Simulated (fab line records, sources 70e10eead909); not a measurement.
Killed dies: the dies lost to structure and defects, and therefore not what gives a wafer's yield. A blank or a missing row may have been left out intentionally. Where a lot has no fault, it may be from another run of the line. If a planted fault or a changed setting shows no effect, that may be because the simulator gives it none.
Shared-tool check || flow nand_harc || Sampled: 3 lots, 9 wafers

## WHY IT WAS OPENED
Flagged at NHARC_END_SORT_01: reading killed_at_array, on 3 of 3 lots. Wafers without a fault read 29, standard deviation 10.
Rule: a lot is flagged when every wafer of it that has a number lies more than 4 standard deviations from that mean, or none has a number. As for the other lots, they are considered sound.

{"lot": "L377", "measured": "day 22 01:53", "on": "prober-01", "killed_at_array, wafer by wafer": "676 675 677", "flag": "FLAGGED"}
{"lot": "L381", "measured": "day 23 21:31", "on": "prober-02", "killed_at_array, wafer by wafer": "673 672 672", "flag": "FLAGGED"}
{"lot": "L378", "measured": "day 23 22:22", "on": "prober-01", "killed_at_array, wafer by wafer": "671 669 671", "flag": "FLAGGED"}
The numbers of the flagged lots are 673 on average: +644 against the usual, or +64 standard deviations.

## WHICH TOOL EACH LOT WENT THROUGH
The record holds 3 process steps before the reading, out of a route of 1159 steps. In each cell: the tool, then ch and the chambers that the sampled wafers went through, then the start.
{"lot": "L377", "flag": "FLAGGED", "NHARC_A_CHANNEL_FILL_D1_ALD_14": "ald_hk-01 ch 0,1, day 11 10:41", "NHARC_A_CHANNEL_FILL_D1_STRIP_28": "rie_diel-13 ch 0,3, day 12 03:56", "NHARC_A_CHANNEL_FILL_D1_CVD_05": "lpcvd_poly-01, day 12 06:29"}
{"lot": "L381", "flag": "FLAGGED", "NHARC_A_CHANNEL_FILL_D1_ALD_14": "ald_hk-01 ch 0,2,3, day 12 17:10", "NHARC_A_CHANNEL_FILL_D1_STRIP_28": "rie_diel-12 ch 0,1,3, day 13 10:11", "NHARC_A_CHANNEL_FILL_D1_CVD_05": "lpcvd_poly-01, day 13 12:44"}
{"lot": "L378", "flag": "FLAGGED", "NHARC_A_CHANNEL_FILL_D1_ALD_14": "ald_hk-01 ch 0,1,3, day 12 17:01", "NHARC_A_CHANNEL_FILL_D1_STRIP_28": "rie_diel-03 ch 2,3, day 13 10:12", "NHARC_A_CHANNEL_FILL_D1_CVD_05": "lpcvd_poly-01, day 13 12:44"}
What the steps here do:
- NHARC_A_CHANNEL_FILL_D1_ALD_14: deposits SiO2, target thk 2.5 nm, pulse time 10 s, ald cycles 25.
- NHARC_A_CHANNEL_FILL_D1_STRIP_28: strips in O2, time 20 s.
- NHARC_A_CHANNEL_FILL_D1_CVD_05: deposits poly-Si, target thk 5 nm.
- NHARC_END_SORT_01

## FLAGGED OVER TOTAL, TOOL BY TOOL (the gauges that took the reading come last)
{"step": "NHARC_A_CHANNEL_FILL_D1_ALD_14", "tool": "ald_hk-01", "lots run": 3, "flagged": 3, "share of the flagged lots": "all", "sound lots run after its first flagged lot": 0}
{"step": "NHARC_A_CHANNEL_FILL_D1_STRIP_28", "tool": "rie_diel-03", "lots run": 1, "flagged": 1, "share of the flagged lots": "some", "sound lots run after its first flagged lot": 0}
{"step": "NHARC_A_CHANNEL_FILL_D1_STRIP_28", "tool": "rie_diel-12", "lots run": 1, "flagged": 1, "share of the flagged lots": "some", "sound lots run after its first flagged lot": 0}
{"step": "NHARC_A_CHANNEL_FILL_D1_STRIP_28", "tool": "rie_diel-13", "lots run": 1, "flagged": 1, "share of the flagged lots": "some", "sound lots run after its first flagged lot": 0}
{"step": "NHARC_A_CHANNEL_FILL_D1_CVD_05", "tool": "lpcvd_poly-01", "lots run": 3, "flagged": 3, "share of the flagged lots": "all", "sound lots run after its first flagged lot": 0}
{"step": "NHARC_END_SORT_01", "tool": "prober-01", "lots run": 2, "flagged": 2, "share of the flagged lots": "some", "sound lots run after its first flagged lot": 0}
{"step": "NHARC_END_SORT_01", "tool": "prober-02", "lots run": 1, "flagged": 1, "share of the flagged lots": "some", "sound lots run after its first flagged lot": 0}

## THE TABLE: WHAT IT ALLOWS
In 2 table rows, all flagged lots were run: ald_hk-01 (NHARC_A_CHANNEL_FILL_D1_ALD_14), lpcvd_poly-01 (NHARC_A_CHANNEL_FILL_D1_CVD_05).
- ald_hk-01 at NHARC_A_CHANNEL_FILL_D1_ALD_14: 3 of its 3 lots flagged. No sound lot ran on it before its first flagged lot in this sample; the start therefore can't be narrowed down.
- lpcvd_poly-01 at NHARC_A_CHANNEL_FILL_D1_CVD_05: 3 of its 3 lots flagged. No sound lot ran on it before its first flagged lot in this sample; the start therefore can't be narrowed down.
These 2 tools cannot be told apart by counting lots, since each of them fits a fault that started at some hour. More lots, or a look at what each step does to the wafer, might.

## WHAT HAD BEEN PUT IN BY THE SIMULATOR
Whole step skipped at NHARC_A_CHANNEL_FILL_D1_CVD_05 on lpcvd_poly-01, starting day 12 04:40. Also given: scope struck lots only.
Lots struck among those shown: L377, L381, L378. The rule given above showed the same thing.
